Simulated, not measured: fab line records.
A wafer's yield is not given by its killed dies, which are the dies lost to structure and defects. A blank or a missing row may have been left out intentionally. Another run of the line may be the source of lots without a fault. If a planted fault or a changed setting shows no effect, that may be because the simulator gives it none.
Split-lot study -- flow n5 finfet -- route with 1938 steps; 7 lots, 21 wafers read

== THE SPLIT ITSELF ==
At N5_BEOL_M2_ETCH_74 (etches underlayer in N2/H2, target depth 6.5 nm, time 5.2 s), the setting source w was moved away from the recipe's 840 W on 8 of the 21 wafers read, by -17.3% to +14.4%. All remaining wafers had this setting at the recipe value.

The split's own step is where the reading is taken.

== THE READING ==
rf vpp V, in V, at N5_BEOL_M2_ETCH_74 (etches underlayer in N2/H2, target depth 6.5 nm, time 5.2 s). A value of 524.6 V with a standard deviation of 2.2 V is what fault-free wafers of this fab line usually give.

wafer,"tool, chamber at the split","source w as run, W",against the recipe,"rf vpp V, V",against lot-mates on the recipe
L076.1,"rie diel-03, 1",791.5,-5.8%,534.4,no lot-mate on the recipe
L076.4,"rie diel-03, 3",791.5,-5.8%,535.3,no lot-mate on the recipe
L076.5,"rie diel-03, 3",791.5,-5.8%,537.1,no lot-mate on the recipe
L084.1,"rie diel-01, 1",840,recipe,524.9,-
L084.4,"rie diel-01, 0",840,recipe,524.4,-
L084.5,"rie diel-01, 1",772.2,-8.1%,541.2,+16.6
L085.1,"rie diel-04, 3",840,recipe,527.2,-
L085.3,"rie diel-04, 0",961.3,+14.4%,499.5,-25.5
L085.5,"rie diel-04, 0",840,recipe,522.8,-
L086.2,"rie diel-03, 0",749.6,-10.8%,548.2,+23.7
L086.4,"rie diel-03, 2",840,recipe,522.0,-
L086.5,"rie diel-03, 2",840,recipe,527.1,-
L088.1,"rie diel-04, 0",694.4,-17.3%,557.7,+35.1
L088.4,"rie diel-04, 1",840,recipe,522.6,-
L088.6,"rie diel-04, 3",694.4,-17.3%,559.8,+37.2
L089.2,"rie diel-03, 3",840,recipe,525.5,-
L089.3,"rie diel-03, 0",840,recipe,527.4,-
L089.6,"rie diel-03, 3",840,recipe,528.0,-
L091.1,"rie diel-03, 0",840,recipe,528.1,-
L091.4,"rie diel-03, 2",840,recipe,523.4,-
L091.6,"rie diel-03, 3",840,recipe,526.1,-

THE FIT
A straight line over all 21 wafers: rf vpp V changes by -1.9 V for each +1% of source w; r = -0.99; the points scatter about the line by 1.9 V.
The same after taking each lot's own level away (the mean of its wafers on the recipe; 18 wafers): -2.01 V for each +1%; r = -0.99; scatter 1.9 V.
On that fit, the largest move of source w shifts the reading by 35 V.
From 522.60 to 526.97 V: that is the span of the lots' own levels, equal to 2.0 times the standard deviation above.
The two slopes are in agreement: the lot-to-lot level therefore moves the slope only a little.
Check: for one of the wafers moved furthest among these (-17.3%), held out of the fit, the line's prediction against its lot-mates is +35.4 V. Against them it came out at +35.1 V.
Tool readings at the split's step, against how far the setting was moved: etch rf on time s r = -0.96; rf vpp V r = -0.99.

== FURTHER SPLITS ON THESE WAFERS ==
Other splits were also applied to these wafers ahead of the reading. Each is held against what the fit with the lots' levels taken away leaves over:
other split on the same wafers,wafers away from the commonest value,r with rf vpp V (lot level and that fit taken away)
N5_BEOL_M0_SAQP_SPACER1_ALD_98 ald cycles,7,+0.21
N5_BEOL_M0_CUTY_ETCH_63 time s,6,-0.36
N5_BEOL_M0_ETCH_138 source w,7,-0.21
N5_BEOL_M2_COAT_05 spin rpm,3,-0.29

== THE WHOLE CHAIN: every reading that the file lists as answering this split, in the file's order ==
step,what it does,reading,change (the file's fit),r (the file's)
N5_BEOL_M2_ETCH_74,"etches underlayer in N2/H2, target depth 6.5 nm, time 5.2 s",etch rf on time s,withheld for each +1% of the setting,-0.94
N5_BEOL_M2_ETCH_74,"etches underlayer in N2/H2, target depth 6.5 nm, time 5.2 s",rf vpp V,-2 V for each +1% of the setting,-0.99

== FILE'S OWN FIT ==
rf vpp V changes by -2 V for each +1% of source w, r = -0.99.
